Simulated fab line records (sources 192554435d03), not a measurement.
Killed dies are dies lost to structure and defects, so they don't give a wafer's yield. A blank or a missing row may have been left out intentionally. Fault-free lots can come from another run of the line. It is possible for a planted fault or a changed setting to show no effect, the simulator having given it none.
Chamber matching -- flow n5Finfet -- N5_BEOL_M12_DESCUM_33 on rieDiel-01 has 4 sister chambers
The step chemistry O2, time 7.9 s. 14 wafers are shown with their chamber, then 7 later ones without.

## EACH WAFER AND ITS CHAMBER
wafer,chamber,drypumpMotorCurrentA (A),showerheadPlenumPTorr (Torr),throttleValvePct (%)
L079.2,3,5.6,2.11,20.30
L079.3,2,5.9,2.26,20.73
L079.6,3,5.6,2.11,20.31
L081.1,3,5.6,2.10,20.31
L081.3,0,5.8,2.13,20.50
L081.6,2,5.9,2.26,20.75
L084.2,2,5.9,2.26,20.78
L084.4,3,5.6,2.10,20.35
L084.5,1,5.0,2.14,20.44
L087.1,3,5.6,2.10,20.35
L087.2,1,5.1,2.14,20.45
L087.5,0,5.8,2.13,20.54
L092.1,2,5.9,2.25,20.78
L092.2,3,5.6,2.10,20.36

SIGNATURES (averages over the wafers above)
reading,chamber 0,chamber 1,chamber 2,chamber 3,scatter within a chamber
drypumpMotorCurrentA,5.800,5.050,5.900,5.600,0.0224
showerheadPlenumPTorr,2.1300,2.1400,2.2575,2.1033,0.00456
throttleValvePct,20.5200,20.4450,20.7600,20.3300,0.0246
Rule: for each reading, subtract the chamber's mean from the wafer's reading, divide by that reading's scatter and square the result; add these up over the readings and take the root, which gives the wafer's distance from the chamber. The wafer belongs to the nearest chamber; if the next one is less than 2 further off, it can't be placed. The scatter: take each reading less its chamber's mean, square it, sum over the shown wafers, divide by the number of wafers less the number of chambers, and take the root.

## WAFERS WITH NO CHAMBER GIVEN
wafer,drypumpMotorCurrentA (A),showerheadPlenumPTorr (Torr),throttleValvePct (%)
L092.5,5.9,2.25,20.78
L094.3,5.6,2.09,20.36
L094.4,5.9,2.25,20.80
L094.5,5.9,2.25,20.80
L097.1,5.6,2.09,20.37
L097.3,5.0,2.13,20.47
L097.6,5.6,2.09,20.36

## THE CHAMBER EACH PASSED THROUGH
wafer,from the rows above,in truth
L092.5,2,2
L094.3,3,3
L094.4,2,2
L094.5,2,2
L097.1,3,3
L097.3,1,1
L097.6,3,3
Correct placement for 7 of the 7. From these rows, 0 cannot be placed. 0 placed wrongly.
